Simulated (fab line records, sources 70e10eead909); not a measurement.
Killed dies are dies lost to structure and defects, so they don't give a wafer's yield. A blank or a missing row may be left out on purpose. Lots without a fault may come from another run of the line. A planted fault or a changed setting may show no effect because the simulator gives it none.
Which tool did it? | flow nand_harc | 11 lots, 33 wafers sampled, at 4 steps of a route of 1159

WHAT THE GAUGES READ, wafer by wafer
NHARC_A_CONTACT_CD_MEAS_42: target cd 200 nm.
lot  | measured     | on        | cd_nm (nm)
L763 | day 16 05:20 | cd_sem-02 | 200.5 200.7 200.6
L769 | day 17 16:08 | cd_sem-01 | 200.3 200.0 199.9
L770 | day 18 04:07 | cd_sem-02 | 200.2 200.4 199.9
L776 | day 19 10:25 | cd_sem-02 | 188.7 188.6 188.0 188.9 188.1 187.9
L777 | day 19 13:39 | cd_sem-01 | 190.9 191.3 190.2 190.8 190.7 190.1
L775 | day 19 15:14 | cd_sem-03 | 200.2 200.0 199.8
L778 | day 20 00:57 | cd_sem-02 | 192.6 191.9 191.8 192.0 191.5 192.0
L779 | day 20 05:17 | cd_sem-01 | 193.5 192.5 192.3 193.8 192.8 192.3
L781 | day 20 17:55 | cd_sem-03 | 199.5 200.0 199.9
L782 | day 21 00:15 | cd_sem-03 | 200.1 200.2 200.0
L785 | day 21 17:16 | cd_sem-03 | 199.6 200.3 199.8

WHICH TOOL RAN EACH LOT (tool, then ch and the chambers of the sampled wafers, then the start)
lot  | NHARC_A_WL_FILL_CMP_12        | NHARC_A_CONTACT_DEP_24          | NHARC_A_CONTACT_EXPOSE_39
L763 | cmp-04 ch 1,2, day 16 00:52   | pecvd-02 ch 0,1,2, day 16 01:32 | arfi_scanner-03 ch 0, day 16 05:12
L769 | cmp-01 ch 0,1,2, day 17 12:15 | pecvd-04 ch 0,1, day 17 12:46   | arfi_scanner-03 ch 0, day 17 16:00
L770 | cmp-03 ch 1,2, day 18 00:02   | pecvd-04 ch 0,1,2, day 18 00:43 | arfi_scanner-03 ch 0, day 18 03:58
L776 | cmp-04 ch 0,3, day 19 06:19   | pecvd-01 ch 0,1, day 19 06:51   | arfi_scanner-03 ch 0, day 19 10:17
L777 | cmp-03 ch 0,1,3, day 19 08:46 | pecvd-01 ch 0,1,2, day 19 09:19 | arfi_scanner-03 ch 0, day 19 13:31
L775 | cmp-03 ch 0,2, day 19 11:08   | pecvd-04 ch 0,1, day 19 11:43   | arfi_scanner-02 ch 0, day 19 15:05
L778 | cmp-04 ch 1,2, day 19 20:50   | pecvd-02 ch 1,2, day 19 21:31   | arfi_scanner-03 ch 0, day 20 00:49
L779 | cmp-03 ch 2,3, day 20 01:14   | pecvd-02 ch 0,1,2, day 20 01:44 | arfi_scanner-03 ch 0, day 20 05:08
L781 | cmp-04 ch 1,2,3, day 20 11:51 | pecvd-02 ch 1,2, day 20 12:20   | arfi_scanner-01 ch 0, day 20 17:46
L782 | cmp-03 ch 0,2,3, day 20 20:07 | pecvd-02 ch 1,2, day 20 20:45   | arfi_scanner-02 ch 0, day 21 00:07
L785 | cmp-03 ch 0,2,3, day 21 13:22 | pecvd-02 ch 0,1,2, day 21 13:55 | arfi_scanner-01 ch 0, day 21 17:07
- NHARC_A_WL_FILL_CMP_12: polishes, t overpolish 30 s, target thk 75 nm.
- NHARC_A_CONTACT_DEP_24: deposits SiO2, target thk 500 nm.
- NHARC_A_CONTACT_EXPOSE_39: exposes mask A CC 3.

THE ANSWER, worked out from the rows above alone
Rule: what is usual is taken from the lots themselves. Put in order of their means at a reading, lots are off if they are a third of the lots or fewer, leave a main group of 4 or more, and stand apart from it by a gap of 3 or more times the standard deviation of the main group's means; of several such gaps the widest counts. A main group whose means are all the same, to the digits that the tables above print for the reading, isn't used. A lot without any number at a reading at which 4 lots or more have one is off too. The other lots that the step has rows for count as sound.
No lot is off at any reading shown: from this, nothing can be told.

WHAT THE SIMULATOR HAD PUT IN
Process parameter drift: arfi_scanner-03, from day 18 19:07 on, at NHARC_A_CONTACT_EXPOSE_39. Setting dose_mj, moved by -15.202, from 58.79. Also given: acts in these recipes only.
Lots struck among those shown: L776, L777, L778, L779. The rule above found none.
